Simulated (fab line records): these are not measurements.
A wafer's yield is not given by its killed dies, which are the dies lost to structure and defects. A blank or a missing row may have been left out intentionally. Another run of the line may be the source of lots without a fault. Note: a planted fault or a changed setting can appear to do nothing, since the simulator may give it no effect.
fab line records -- flow n5-finfet
record lots=7, wafers=21
route steps=1938 shown DUMMY_GATE@237 SD_EPI_P@300 SDB@365
start-h: start of the lot's first displayed wafer, in hours after the record's first day -- wait-h: hours elapsed since this lot's preceding step -- " as in the row above -- L1.1+2: several wafers, shown together as one row -- - no value present, or no start provided -- * or withheld: withheld -- < > ~ a bound
route shown NAME@n: NAME is a module with steps in the file, n the number in the route of the first one -- usual: mean/standard deviation of fault-free wafers -- same: alike in all rows -- chamber/n: place in a boat -- sites: readings site by site -- _std_site: the standard deviation of these -- _edge_site: the outer-site mean with the inner-site mean subtracted -- radius-mm: for every site, how far away it sits from the centre of the wafer -- mask NAME#n: copy n -- behind: the tool/chamber that last shaped the wafer -- hold: what put the lot on hold/how long, in hours/how the hold closed -- device: whichever transistor did not switch (one of n, p or np) -- end of line: tests of these same wafers at the route's end -- step lacking rows: just its recipe -- killed: not the wafer's yield, but the dies lost to structure and defects at the first sort -- map: the dies of a wafer, with x for killed, . for not killed, _ for no die there
set.NAME: the setting the step ran with; set.NAME@STEP: the setting that earlier step ran with -- model.NAME: the simulator's own value behind a step, which no gauge read
lots whose settings were changed on purpose; a table a step, a row a wafer
## steps
# step N5_DUMMY_GATE_ETCH_37
# recipe chemistry=N2/H2, target=SOC, target-depth-a=600, overetch-a=300, temp-c=40, ion-energy-ev=200, pressure-mtorr=30, source-w=840, bias-w=150, n2-flow-sccm=200, h2-flow-sccm=200
# usual rf-vpp-V=524.0/2.5
lot.wafer,tool,chamber,start-h,wait-h,set.source-w,rf-vpp-V
L075.1,rie-diel-01,1,52.70,0.0,986.3,496.5
L075.3,rie-diel-01,0,52.70,0.0,986.3,497.4
L075.6,rie-diel-01,1,52.70,0.0,840,524.7
L076.4,rie-diel-01,0,62.40,0.0,840,525.2
L076.5,rie-diel-01,3,62.40,0.0,840,523.0
L076.6,rie-diel-01,2,62.40,0.0,840,526.3
L084.1,rie-diel-02,0,108.28,0.0,840,522.6
L084.2,rie-diel-02,1,108.28,0.0,986.8,498.6
L084.3,rie-diel-02,2,108.28,0.0,986.8,496.8
L087.1,rie-diel-02,3,125.89,0.0,840,527.2
L087.2,rie-diel-02,2,125.89,0.0,840,524.3
L087.6,rie-diel-02,3,125.89,0.0,762.5,546.9
L090.1,rie-diel-01,2,143.86,0.0,840,528.1
L090.3,rie-diel-01,3,143.86,0.0,800.4,529.6
L090.6,rie-diel-01,3,143.86,0.0,800.4,527.8
L092.2,rie-diel-01,3,159.55,0.0,840,520.1
L092.3,rie-diel-01,1,159.55,0.0,840,523.5
L092.6,rie-diel-01,0,159.55,0.0,795.1,532.7
L097.1,rie-diel-02,3,186.18,0.0,840,528.8
L097.5,rie-diel-02,0,186.18,0.0,840,521.8
L097.6,rie-diel-02,1,186.18,0.0,840,527.5
# step N5_DUMMY_GATE_STRIP_38
# recipe chemistry=N2/H2, temp-c=40, n2-flow-sccm=200, h2-flow-sccm=200, rf-frequency-hz=6e+07
# step N5_DUMMY_GATE_STRIP_39
# recipe chemistry=N2/H2, temp-c=40, n2-flow-sccm=200, h2-flow-sccm=200, rf-frequency-hz=6e+07
# step N5_DUMMY_GATE_TRIM_49
# recipe chemistry=O2, resist=SOC, time-s=29, target-cd-nm=14, source-power-w=300, bias-power-w=0, O2_flow_sccm=100, temp-c=20
lot.wafer,tool,chamber,start-h,wait-h,set.dose-mj@DUMMY_GATE_EXPOSE_12,model.DUMMY_GATE.cd-nm
L075.1+6,rie-si-05,"2,0",52.78,0.0,32.54,14.8
L075.3,rie-si-05,0,52.78,0.0,34,13.4
L076.4,rie-si-05,2,62.46,0.0,34,14
L076.5,rie-si-05,2,62.46,0.0,33.11,14.8
L076.6,rie-si-05,3,62.46,0.0,34,14.4
L084.1,rie-si-01,0,108.37,0.0,31.54,15.8
L084.2,rie-si-01,1,108.37,0.0,34,13.8
L084.3,rie-si-01,2,108.37,0.0,31.54,15
L087.1+2,rie-si-01,"2,3",125.97,0.0,34.93,13.4
L087.6,rie-si-01,0,125.97,0.0,34,14.2
L090.1,rie-si-01,1,143.94,0.0,33.29,14.8
L090.3,rie-si-01,2,143.94,0.0,34,14.6
L090.6,rie-si-01,3,143.94,0.0,33.29,15
L092.2,rie-si-01,2,159.63,0.0,34,14.2
L092.3,rie-si-01,0,159.63,0.0,34,14.4
L092.6,rie-si-01,1,159.63,0.0,34.65,13.8
L097.1+5,rie-si-05,"1,2",186.26,0.0,34,14.4
L097.6,rie-si-05,3,186.26,0.0,34,14.2
# step N5_DUMMY_GATE_STRIP_40
# recipe chemistry=CF4, resist=SiARC, power-w=300, bias-power-w=75, pressure-mtorr=50, cf4-flow-sccm=150, rf-frequency-hz=6e+07
# step N5_DUMMY_GATE_CD_MEAS_50
# recipe target-cd-nm=14
# usual cd-nm=14.2/0.36
lot.wafer,tool,chamber,start-h,wait-h,set.dose-mj@DUMMY_GATE_EXPOSE_12,cd-nm
L075.1,cd-sem-01,-,53.05,0.0,32.54,14.9
L075.3,cd-sem-01,-,53.05,0.0,34,13.4
L075.6,cd-sem-01,-,53.05,0.0,32.54,14.8
L076.4,cd-sem-02,-,62.61,0.0,34,14.4
L076.5,cd-sem-02,-,62.61,0.0,33.11,14.8
L076.6,cd-sem-02,-,62.61,0.0,34,14.4
L084.1,cd-sem-03,-,108.51,0.0,31.54,15.8
L084.2,cd-sem-03,-,108.51,0.0,34,13.6
L084.3,cd-sem-03,-,108.51,0.0,31.54,15.0
L087.1,cd-sem-03,-,126.14,0.0,34.93,13.4
L087.2,cd-sem-03,-,126.14,0.0,34.93,13.6
L087.6,cd-sem-03,-,126.14,0.0,34,14.5
L090.1,cd-sem-03,-,144.09,0.0,33.29,14.8
L090.3,cd-sem-03,-,144.09,0.0,34,15.0
L090.6,cd-sem-03,-,144.09,0.0,33.29,15.0
L092.2,cd-sem-02,-,159.79,0.0,34,14.1
L092.3,cd-sem-02,-,159.79,0.0,34,14.0
L092.6,cd-sem-02,-,159.79,0.0,34.65,13.6
L097.1,cd-sem-03,-,186.41,0.0,34,14.3
L097.5,cd-sem-03,-,186.41,0.0,34,14.8
L097.6,cd-sem-03,-,186.41,0.0,34,14.1
# step N5_DUMMY_GATE_ETCH_31
# recipe chemistry=C4F6/O2, target=SiO2, mask-material=SOC, target-depth-a=825, time-s=27.5, ion-energy-ev=250, pressure-mtorr=30, source-w=345, bias-w=185, Ar_flow_sccm=300, C4F6_flow_sccm=10, O2_flow_sccm=10
# step N5_DUMMY_GATE_STRIP_41
# recipe chemistry=O2, power-w=400, temp-c=40, pressure-mtorr=30, rf-frequency-hz=6e+07, bias-power-w=0, overash-fraction=0.3, o2-flow-sccm=225
# step N5_DUMMY_GATE_ETCH_32
# recipe chemistry=CF4, target=SiO2, target-depth-a=35, time-s=3.9, ion-energy-ev=350, pressure-mtorr=10, icp-w=800, bias-w=400, cf4-flow-sccm=80
# step N5_DUMMY_GATE_ETCH_23
# recipe chemistry=HBr/Cl2/O2, HBr_flow_sccm=150, Cl2_flow_sccm=80, O2_flow_sccm=12, bias-w=102, target-depth-a=410, time-s=22.3, target=poly-Si, mask-material=SiO2, pressure-mtorr=10, icp-w=800
# step N5_DUMMY_GATE_ETCH_44
# recipe chemistry=HBr/O2, over-etch-frac=0.7, target-depth-a=1275, stop-on=SiO2, ion-energy-ev=60, bias-w=20, target=poly-Si, mask-material=SiO2, pressure-mtorr=20, icp-w=400, HBr_flow_sccm=120, O2_flow_sccm=10
lot.wafer,tool,chamber,start-h,wait-h,set.dose-mj@DUMMY_GATE_EXPOSE_12,model.DUMMY_GATE.cd-nm
L075.1,rie-si-03,3,53.43,0.0,32.54,16
L075.3,rie-si-03,2,53.43,0.0,34,14.2
L075.6,rie-si-03,3,53.43,0.0,32.54,15.6
L076.4,rie-si-01,3,62.99,0.0,34,15
L076.5,rie-si-01,2,62.99,0.0,33.11,15.8
L076.6,rie-si-01,3,62.99,0.0,34,15.6
L084.1,rie-si-05,0,108.90,0.0,31.54,17
L084.2,rie-si-05,2,108.90,0.0,34,14.6
L084.3,rie-si-05,3,108.90,0.0,31.54,16
L087.1+2,rie-si-03,"3,1",126.52,0.0,34.93,14.4
L087.6,rie-si-03,3,126.52,0.0,34,15.2
L090.1+6,rie-si-03,2,144.48,0.0,33.29,16.2
L090.3,rie-si-03,1,144.48,0.0,34,15.8
L092.2+3,rie-si-03,"0,3",160.17,0.0,34,15.4
L092.6,rie-si-03,2,160.17,0.0,34.65,15.2
L097.1,rie-si-03,2,186.79,0.0,34,15.6
L097.5,rie-si-03,2,186.79,0.0,34,15.4
L097.6,rie-si-03,3,186.79,0.0,34,15.2
# step N5_DUMMY_GATE_ETCH_42
# recipe chemistry=CHF3/O2, target=SiO2, target-depth-a=35, time-s=31, ion-energy-ev=30, bias-w=12, pressure-mtorr=30, source-w=600, Ar_flow_sccm=200, CHF3_flow_sccm=50, O2_flow_sccm=5
lot.wafer,tool,chamber,start-h,wait-h,set.dose-mj@DUMMY_GATE_EXPOSE_12,model.DUMMY_GATE.cd-nm
L075.1,rie-diel-01,3,53.59,0.0,32.54,16
L075.3,rie-diel-01,0,53.59,0.0,34,14.2
L075.6,rie-diel-01,3,53.59,0.0,32.54,15.6
L076.4,rie-diel-01,3,63.17,0.1,34,15
L076.5,rie-diel-01,0,63.17,0.1,33.11,15.6
L076.6,rie-diel-01,2,63.17,0.1,34,15.6
L084.1,rie-diel-01,1,109.07,0.1,31.54,17
L084.2,rie-diel-01,3,109.07,0.1,34,14.6
L084.3,rie-diel-01,2,109.07,0.1,31.54,16
L087.1,rie-diel-02,1,126.78,0.1,34.93,14.6
L087.2,rie-diel-02,0,126.78,0.1,34.93,14.4
L087.6,rie-diel-02,3,126.78,0.1,34,15.2
L090.1+6,rie-diel-02,"2,1",144.64,0.0,33.29,16.2
L090.3,rie-diel-02,0,144.64,0.0,34,16
L092.2+3,rie-diel-01,"1,3",160.33,0.0,34,15.4
L092.6,rie-diel-01,1,160.33,0.0,34.65,15.2
L097.1,rie-diel-03,0,186.95,0.0,34,15.6
L097.5,rie-diel-03,3,186.95,0.0,34,15.4
L097.6,rie-diel-03,0,186.95,0.0,34,15.2
# step N5_SD_EPI_P_EXPOSE_06
# recipe mask-id=SD_P_BLK, na=1.35, source-shape=conventional, sigma-outer=0.8, polarization=unpolarized, target-cd-nm=240, dose-mj=39.5
lot.wafer,tool,chamber,start-h,wait-h,mask,set.dose-mj
L075.1+3,arfi-scanner-03,0,60.55,-,SD_P_BLK#0,41.23
L075.6,arfi-scanner-03,0,60.55,-,SD_P_BLK#0,39.5
L076.4+5+6,arfi-scanner-01,0,69.57,-,SD_P_BLK#0,36.95
L084.1+2+3,arfi-scanner-03,0,115.75,-,SD_P_BLK#0,39.5
L087.1+2+6,arfi-scanner-02,0,134.60,-,SD_P_BLK#0,39.5
L090.1,arfi-scanner-01,0,150.16,-,SD_P_BLK#0,36.87
L090.3+6,arfi-scanner-01,0,150.16,-,SD_P_BLK#0,39.5
L092.2+3,arfi-scanner-01,0,166.59,-,SD_P_BLK#0,39.5
L092.6,arfi-scanner-01,0,166.59,-,SD_P_BLK#0,41.24
L097.1+5+6,arfi-scanner-02,0,194.20,-,SD_P_BLK#0,39.5
# step N5_SD_EPI_P_DEVELOP_08
# recipe develop-time-s=30, developer=TMAH, resist=CAR-ArF-block, dev-temp-c=23, rinse-liquid=diw, dry=air-spin
lot.wafer,tool,chamber,start-h,wait-h,set.develop-time-s
L075.1+6,litho-track-04,0,-,-,30
L075.3,litho-track-04,0,-,-,34.1
L076.4+5,litho-track-05,0,-,-,30
L076.6,litho-track-05,0,-,-,31.9
L084.1+3,litho-track-04,0,-,-,30
L084.2,litho-track-04,0,-,-,23.67
L087.1+6,litho-track-03,0,-,-,35.31
L087.2,litho-track-03,0,-,-,30
L090.1+3,litho-track-04,0,-,-,24.94
L090.6,litho-track-04,0,-,-,30
L092.2,litho-track-04,0,-,-,30
L092.3+6,litho-track-04,0,-,-,25.82
L097.1+5+6,litho-track-04,0,-,-,30
# step N5_SD_EPI_P_CD_MEAS_09
# recipe target-cd-nm=240, landing-energy-ev=500, detector=se-inlens
# usual cd-nm=240.3/0.89
lot.wafer,tool,chamber,start-h,wait-h,set.dose-mj@SD_EPI_P_EXPOSE_06,cd-nm
L075.1,cd-sem-02,0,60.68,-,41.23,244.1
L075.3,cd-sem-02,0,60.68,-,41.23,243.5
L075.6,cd-sem-02,0,60.68,-,39.5,240.7
L076.4,cd-sem-02,0,69.68,-,36.95,235.7
L076.5,cd-sem-02,0,69.68,-,36.95,234.9
L076.6,cd-sem-02,0,69.68,-,36.95,236.4
L084.1,cd-sem-02,0,115.88,-,39.5,238.8
L084.2,cd-sem-02,0,115.88,-,39.5,237.8
L084.3,cd-sem-02,0,115.88,-,39.5,239.0
L087.1,cd-sem-02,0,134.72,-,39.5,242.0
L087.2,cd-sem-02,0,134.72,-,39.5,242.5
L087.6,cd-sem-02,0,134.72,-,39.5,242.1
L090.1,cd-sem-03,0,150.28,-,36.87,233.6
L090.3,cd-sem-03,0,150.28,-,39.5,239.1
L090.6,cd-sem-03,0,150.28,-,39.5,239.7
L092.2,cd-sem-02,0,166.71,-,39.5,239.4
L092.3,cd-sem-02,0,166.71,-,39.5,239.0
L092.6,cd-sem-02,0,166.71,-,41.24,240.6
L097.1,cd-sem-02,0,194.33,-,39.5,239.8
L097.5,cd-sem-02,0,194.33,-,39.5,239.8
L097.6,cd-sem-02,0,194.33,-,39.5,241.1
# step N5_SD_EPI_P_DESCUM_14
# recipe chemistry=O2, time-s=7.9, source-power-w=50, bias-power-w=20, pressure-mtorr=20, rf-frequency-hz=2.712e+07, temp-c=40, resist=CAR-ArF-block, o2-flow-sccm=225
lot.wafer,tool,chamber,start-h,wait-h,set.dose-mj@SD_EPI_P_EXPOSE_06,model.SD_EPI_P.cd-nm
L075.1,rie-diel-01,0,60.78,0.0,41.23,243.6
L075.3,rie-diel-01,3,60.78,0.0,41.23,243.4
L075.6,rie-diel-01,3,60.78,0.0,39.5,240.6
L076.4,rie-diel-03,3,69.89,0.2,36.95,235.8
L076.5,rie-diel-03,1,69.89,0.2,36.95,235
L076.6,rie-diel-03,0,69.89,0.2,36.95,236.8
L084.1+3,rie-diel-01,"3,0",115.96,0.0,39.5,239
L084.2,rie-diel-01,2,115.96,0.0,39.5,237.4
L087.1,rie-diel-03,3,134.81,0.0,39.5,242
L087.2,rie-diel-03,1,134.81,0.0,39.5,242.6
L087.6,rie-diel-03,1,134.81,0.0,39.5,242.4
L090.1,rie-diel-02,1,150.77,0.4,36.87,233
L090.3,rie-diel-02,3,150.77,0.4,39.5,238.8
L090.6,rie-diel-02,1,150.77,0.4,39.5,239.6
L092.2,rie-diel-02,1,166.80,0.0,39.5,-
L092.3,rie-diel-02,3,166.80,0.0,39.5,238.6
L092.6,rie-diel-02,1,166.80,0.0,41.24,240.6
L097.1,rie-diel-01,2,194.41,0.0,39.5,239.6
L097.5,rie-diel-01,2,194.41,0.0,39.5,239.4
L097.6,rie-diel-01,3,194.41,0.0,39.5,241
# step N5_SD_EPI_P_ETCH_36
# recipe chemistry=CF4, target=SiARC, target-depth-a=455, mask-material=CAR-ArF-block, time-s=75.8, ion-energy-ev=80, pressure-mtorr=40, source-w=545, bias-w=36, Ar_flow_sccm=100, cf4-flow-sccm=100, ends=cleared
lot.wafer,tool,chamber,start-h,wait-h,set.dose-mj@SD_EPI_P_EXPOSE_06,model.SD_EPI_P.cd-nm
L075.1+3,rie-diel-01,"0,3",60.81,0.0,41.23,243.4
L075.6,rie-diel-01,3,60.81,0.0,39.5,240.8
L076.4,rie-diel-03,3,69.93,0.0,36.95,236
L076.5,rie-diel-03,1,69.93,0.0,36.95,235.2
L076.6,rie-diel-03,0,69.93,0.0,36.95,237
L084.1,rie-diel-01,3,116.00,0.0,39.5,239
L084.2,rie-diel-01,2,116.00,0.0,39.5,237.4
L084.3,rie-diel-01,0,116.00,0.0,39.5,238.6
L087.1,rie-diel-03,3,134.85,0.0,39.5,241.8
L087.2+6,rie-diel-03,1,134.85,0.0,39.5,242.4
L090.1,rie-diel-02,1,150.80,0.0,36.87,233.2
L090.3,rie-diel-02,3,150.80,0.0,39.5,238.8
L090.6,rie-diel-02,1,150.80,0.0,39.5,239.4
L092.2,rie-diel-02,1,166.83,0.0,39.5,239.4
L092.3,rie-diel-02,3,166.83,0.0,39.5,238.6
L092.6,rie-diel-02,1,166.83,0.0,41.24,240.4
L097.1,rie-diel-01,2,194.45,0.0,39.5,240
L097.5,rie-diel-01,2,194.45,0.0,39.5,239.6
L097.6,rie-diel-01,3,194.45,0.0,39.5,241.2
# step N5_SD_EPI_P_ETCH_37
# recipe chemistry=N2/H2, target=SOC, overetch-a=1080, mask-material=SiARC, temp-c=40, ion-energy-ev=100, source-w=3000, bias-w=133, pressure-mtorr=20, time-s=486, n2-flow-sccm=200, h2-flow-sccm=200, ends=end-point
lot.wafer,tool,chamber,start-h,wait-h,set.dose-mj@SD_EPI_P_EXPOSE_06,model.SD_EPI_P.cd-nm
L075.1,rie-diel-01,0,60.87,0.0,41.23,242.6
L075.3,rie-diel-01,3,60.87,0.0,41.23,243
L075.6,rie-diel-01,3,60.87,0.0,39.5,240.6
L076.4,rie-diel-03,3,69.99,0.0,36.95,235.8
L076.5,rie-diel-03,1,69.99,0.0,36.95,234.8
L076.6,rie-diel-03,0,69.99,0.0,36.95,236.8
L084.1+3,rie-diel-01,"3,0",116.06,0.0,39.5,237.4
L084.2,rie-diel-01,2,116.06,0.0,39.5,235.8
L087.1,rie-diel-03,3,134.90,0.0,39.5,241.2
L087.2,rie-diel-03,1,134.90,0.0,39.5,242
L087.6,rie-diel-03,1,134.90,0.0,39.5,242.2
L090.1,rie-diel-02,1,150.86,0.0,36.87,233.6
L090.3+6,rie-diel-02,"3,1",150.86,0.0,39.5,239.2
L092.2,rie-diel-02,1,166.89,0.0,39.5,239.4
L092.3,rie-diel-02,3,166.89,0.0,39.5,239
L092.6,rie-diel-02,1,166.89,0.0,41.24,240.6
L097.1,rie-diel-01,2,194.51,0.0,39.5,239.2
L097.5,rie-diel-01,2,194.51,0.0,39.5,239
L097.6,rie-diel-01,3,194.51,0.0,39.5,239.6
# step N5_SD_EPI_P_STRIP_38
# recipe chemistry=N2/H2, temp-c=40, n2-flow-sccm=200, h2-flow-sccm=200, rf-frequency-hz=6e+07
# step N5_SD_EPI_P_ETCHBACK_46
# recipe chemistry=CH3F/O2, mode=anisotropic-etchback, target=SiNx, target-depth-a=175, stop-on=SiO2, over-etch-frac=0.3, ion-energy-ev=120, pressure-mtorr=30, source-w=395, bias-w=73, Ar_flow_sccm=150, CH3F_flow_sccm=30, O2_flow_sccm=20
lot.wafer,tool,chamber,start-h,wait-h,set.dose-mj@SD_EPI_P_EXPOSE_06,model.SD_EPI_P.cd-nm
L075.1,rie-diel-01,0,61.19,0.0,41.23,242.8
L075.3,rie-diel-01,3,61.19,0.0,41.23,243
L075.6,rie-diel-01,3,61.19,0.0,39.5,240.6
L076.4,rie-diel-03,3,70.31,0.0,36.95,235.6
L076.5,rie-diel-03,1,70.31,0.0,36.95,234.8
L076.6,rie-diel-03,0,70.31,0.0,36.95,236.6
L084.1+3,rie-diel-01,"3,0",116.38,0.0,39.5,237.4
L084.2,rie-diel-01,2,116.38,0.0,39.5,235.8
L087.1,rie-diel-03,3,135.23,0.0,39.5,241.2
L087.2,rie-diel-03,1,135.23,0.0,39.5,242
L087.6,rie-diel-03,1,135.23,0.0,39.5,242.4
L090.1,rie-diel-02,1,151.18,0.0,36.87,233.6
L090.3+6,rie-diel-02,"3,1",151.18,0.0,39.5,239.2
L092.2,rie-diel-02,1,167.21,0.0,39.5,239.4
L092.3,rie-diel-02,3,167.21,0.0,39.5,239
L092.6,rie-diel-02,1,167.21,0.0,41.24,240.6
L097.1,rie-diel-01,2,194.83,0.0,39.5,239.2
L097.5,rie-diel-01,2,194.83,0.0,39.5,239
L097.6,rie-diel-01,3,194.83,0.0,39.5,239.6
# step N5_SD_EPI_P_ETCH_47
# recipe chemistry=CH3F/O2, target=SiOCN, target-depth-a=250, mask-material=SOC, ion-energy-ev=60, bias-w=29, pressure-mtorr=30, source-w=410, Ar_flow_sccm=150, CH3F_flow_sccm=30, O2_flow_sccm=20
# step N5_SD_EPI_P_ETCH_16
# recipe chemistry=CHF3/O2, target=SiO2, target-depth-a=50, mask-material=SOC, pressure-mtorr=30, source-w=650, bias-w=170, Ar_flow_sccm=200, CHF3_flow_sccm=50, O2_flow_sccm=5, ion-energy-ev=200
lot.wafer,tool,chamber,start-h,wait-h,set.dose-mj@SD_EPI_P_EXPOSE_06,model.SD_EPI_P.cd-nm
L075.1,rie-diel-01,0,61.39,0.1,41.23,242.6
L075.3,rie-diel-01,3,61.39,0.1,41.23,243
L075.6,rie-diel-01,3,61.39,0.1,39.5,240.4
L076.4,rie-diel-03,3,70.51,0.1,36.95,235.6
L076.5,rie-diel-03,1,70.51,0.1,36.95,234.6
L076.6,rie-diel-03,0,70.51,0.1,36.95,236.6
L084.1,rie-diel-01,3,116.58,0.1,39.5,237.4
L084.2,rie-diel-01,2,116.58,0.1,39.5,235.8
L084.3,rie-diel-01,0,116.58,0.1,39.5,237.2
L087.1,rie-diel-03,3,135.43,0.1,39.5,241.4
L087.2,rie-diel-03,1,135.43,0.1,39.5,242
L087.6,rie-diel-03,1,135.43,0.1,39.5,242.4
L090.1,rie-diel-02,1,151.38,0.1,36.87,233.6
L090.3,rie-diel-02,3,151.38,0.1,39.5,239.4
L090.6,rie-diel-02,1,151.38,0.1,39.5,239.2
L092.2,rie-diel-02,1,167.41,0.1,39.5,239.4
L092.3,rie-diel-02,3,167.41,0.1,39.5,239
L092.6,rie-diel-02,1,167.41,0.1,41.24,240.6
L097.1,rie-diel-01,2,195.03,0.1,39.5,239.2
L097.5,rie-diel-01,2,195.03,0.1,39.5,239
L097.6,rie-diel-01,3,195.03,0.1,39.5,239.6
# step N5_SDB_STRIP_22
# recipe chemistry=N2/H2, power-w=1000, temp-c=250, h2-frac=0.65, overash-fraction=0.3, pressure-mtorr=withheld, n2-flow-sccm=1750, h2-flow-sccm=3250
# usual oes-product-au=0.715/0.0047, strip-time-to-endpoint-s=96.4/0.41
lot.wafer,tool,chamber,start-h,wait-h,set.power-w,oes-product-au,strip-time-to-endpoint-s
L075.1,plasma-asher-02,1,74.47,0.1,1148,0.749,91.0
L075.3,plasma-asher-02,0,74.47,0.1,1148,0.743,90.8
L075.6,plasma-asher-02,0,74.47,0.1,1000,0.715,95.6
L076.4,plasma-asher-02,1,82.13,0.3,1000,0.712,96.5
L076.5,plasma-asher-02,1,82.13,0.3,1000,0.719,96.7
L076.6,plasma-asher-02,0,82.13,0.3,840.6,0.677,104.2
L084.1,plasma-asher-02,0,127.91,0.1,937.1,0.706,98.8
L084.2,plasma-asher-02,1,127.91,0.1,1000,0.719,96.6
L084.3,plasma-asher-02,1,127.91,0.1,1000,0.710,96.1
L087.1,plasma-asher-02,1,146.79,0.1,1000,0.714,96.4
L087.2,plasma-asher-02,0,146.79,0.1,853.7,0.687,103.3
L087.6,plasma-asher-02,0,146.79,0.1,853.7,0.683,103.3
L090.1,plasma-asher-02,0,162.54,0.1,1086,0.732,92.7
L090.3,plasma-asher-02,1,162.54,0.1,1000,0.715,96.2
L090.6,plasma-asher-02,0,162.54,0.1,1086,0.726,92.7
L092.2,plasma-asher-01,1,178.56,0.1,1060,0.725,94.1
L092.3,plasma-asher-01,0,178.56,0.1,1000,0.721,97.2
L092.6,plasma-asher-01,1,178.56,0.1,1000,0.707,96.4
L097.1,plasma-asher-01,1,206.85,0.1,1000,0.714,96.3
L097.5,plasma-asher-01,0,206.85,0.1,1000,0.712,96.5
L097.6,plasma-asher-01,1,206.85,0.1,1000,0.708,96.6
# step N5_SDB_CUT_ETCH_26
# recipe chemistry=HBr/Cl2/O2, target=Si, target-depth-a=1296, bt-time-s=20, mask-material=SiNx, time-s=51.8, ion-energy-ev=*, bias-w=*, pressure-mtorr=10, icp-w=800, HBr_flow_sccm=150, Cl2_flow_sccm=80, O2_flow_sccm=12
lot.wafer,tool,chamber,start-h,wait-h,set.icp-w,model.SDB.feature-depth-nm,model.etch.depth-nm
L075.1,rie-si-06,2,74.78,0.1,713.4,121.6,121.7
L075.3,rie-si-06,3,74.78,0.1,800,129,129
L075.6,rie-si-06,0,74.78,0.1,800,133,133
L076.4,rie-si-06,3,82.86,0.1,663.4,118.6,118.7
L076.5,rie-si-06,2,82.86,0.1,800,130,129.9
L076.6,rie-si-06,3,82.86,0.1,663.4,118.4,118.3
L084.1,rie-si-06,3,128.21,0.1,800,129.2,129.1
L084.2,rie-si-06,2,128.21,0.1,676.4,118.4,118.5
L084.3,rie-si-06,0,128.21,0.1,800,131.8,131.9
L087.1,rie-si-06,3,147.12,0.1,800,130.6,130.6
L087.2,rie-si-06,2,147.12,0.1,693.9,119.6,119.6
L087.6,rie-si-06,2,147.12,0.1,693.9,120.2,120.1
L090.1,rie-si-06,0,162.89,0.1,800,134,134
L090.3,rie-si-06,2,162.89,0.1,800,130.2,130.3
L090.6,rie-si-06,3,162.89,0.1,836.4,135.2,135.3
L092.2,rie-si-06,3,178.93,0.1,800,131.2,131.2
L092.3,rie-si-06,2,178.93,0.1,800,130.6,130.6
L092.6,rie-si-06,0,178.93,0.1,800,135.6,135.5
L097.1,rie-si-06,1,207.24,0.1,800,129.8,129.8
L097.5,rie-si-06,2,207.24,0.1,800,128,128.1
L097.6,rie-si-06,3,207.24,0.1,800,129.4,129.4
## key
split step=N5_DUMMY_GATE_ETCH_37, setting=source-w, stated=840, by=wafer
response step=N5_DUMMY_GATE_ETCH_37, reading=rf-vpp-V, change=-1.58, per=1%, r=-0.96
split step=N5_SD_EPI_P_EXPOSE_06, setting=dose-mj, stated=39.5, by=wafer
response step=N5_SD_EPI_P_CD_MEAS_09, reading=cd-nm, change=+0.703, per=1%, r=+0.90
response step=N5_SD_EPI_P_DESCUM_14, reading=model.SD_EPI_P.cd-nm, change=+0.776, per=1%, r=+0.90
response step=N5_SD_EPI_P_ETCH_36, reading=model.SD_EPI_P.cd-nm, change=+0.685, per=1%, r=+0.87
response step=N5_SD_EPI_P_ETCH_37, reading=model.SD_EPI_P.cd-nm, change=+0.64, per=1%, r=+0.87
response step=N5_SD_EPI_P_ETCHBACK_46, reading=model.SD_EPI_P.cd-nm, change=+0.646, per=1%, r=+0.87
response step=N5_SD_EPI_P_ETCH_16, reading=model.SD_EPI_P.cd-nm, change=+0.659, per=1%, r=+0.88
split step=N5_SD_EPI_P_DEVELOP_08, setting=develop-time-s, stated=30, by=wafer
response none clear
split step=N5_SDB_STRIP_22, setting=power-w, stated=1000, by=wafer
response step=N5_SDB_STRIP_22, reading=oes-product-au, change=+0.00206, per=1%, r=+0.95
response step=N5_SDB_STRIP_22, reading=strip-time-to-endpoint-s, change=*, per=1%, r=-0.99
split step=N5_SDB_CUT_ETCH_26, setting=icp-w, stated=800, by=wafer
response step=N5_SDB_CUT_ETCH_26, reading=model.SDB.feature-depth-nm, change=+0.76, per=1%, r=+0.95
response step=N5_SDB_CUT_ETCH_26, reading=model.etch.depth-nm, change=+0.757, per=1%, r=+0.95
split outside-this-file step=N5_DUMMY_GATE_EXPOSE_12 setting=dose-mj
# split outside-this-file: this setting was split too, and the file shows its column; the key of that split is in another file
